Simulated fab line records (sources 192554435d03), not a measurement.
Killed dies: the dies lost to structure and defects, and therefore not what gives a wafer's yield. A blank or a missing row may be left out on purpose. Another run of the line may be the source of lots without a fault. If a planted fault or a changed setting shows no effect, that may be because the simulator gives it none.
Matching of chambers    flow n5 finfet    N5_BEOL_M0_SAQP_MANDREL1_REMOVE_100 on rie si-05: 4 sister chambers
The step chemistry HBr/Cl2/O2, target a-Si, stops on SiNx, bt time 10 s. 8 wafers are shown with their chamber, then 10 later ones without.

## WAFERS WITH THEIR CHAMBER
wafer   chamber  oes_o_777_au (a.u.)  he backside leak sccm (sccm)
L083.5  2        1.08                 2.66
L088.1  3        0.93                 2.84
L088.3  1        0.98                 2.82
L089.2  1        0.99                 2.62
L089.3  0        0.98                 2.59
L089.6  0        0.96                 2.67
L091.2  3        0.93                 2.96
L091.3  2        1.09                 2.64

## WAFERS WITH NO CHAMBER GIVEN
wafer   oes_o_777_au (a.u.)  he backside leak sccm (sccm)
L091.4  0.99                 2.45
L092.2  0.92                 3.12
L092.4  0.98                 2.98
L092.6  0.98                 3.09
L093.1  0.93                 3.16
L093.5  0.98                 2.75
L093.6  1.07                 2.55
L094.2  0.98                 3.06
L094.3  0.93                 3.00
L094.5  1.08                 2.54

## THE CHAMBER EACH PASSED THROUGH
wafer   from the rows above           in truth
L091.4  can't be placed: 0 or 1       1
L092.2  3                             3
L092.4  can't be placed: 1 or 0       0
L092.6  can't be placed: 1 or 0 or 3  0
L093.1  3                             3
L093.5  can't be placed: 1 or 0       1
L093.6  2                             2
L094.2  can't be placed: 1 or 0       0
L094.3  3                             3
L094.5  2                             2
Correct placement for 5 of the 10. From these rows, 5 cannot be placed; in 5 the true chamber is one of the candidates. Wrongly placed: 0.
How it was worked out, from the rows above alone: a wafer's distance from a chamber is the root of the sum, over the readings, of the square of ((its reading less the chamber's mean) divided by the reading's scatter). If the next closest chamber is less than 2 further off than the closest, the wafer can't be placed; otherwise it belongs to the closest. The mean given for a chamber averages the wafers shown for that chamber. The scatter is the square root of a quotient: the sum, over the shown wafers, of each reading's squared deviation from its chamber's mean, divided by wafers minus chambers.
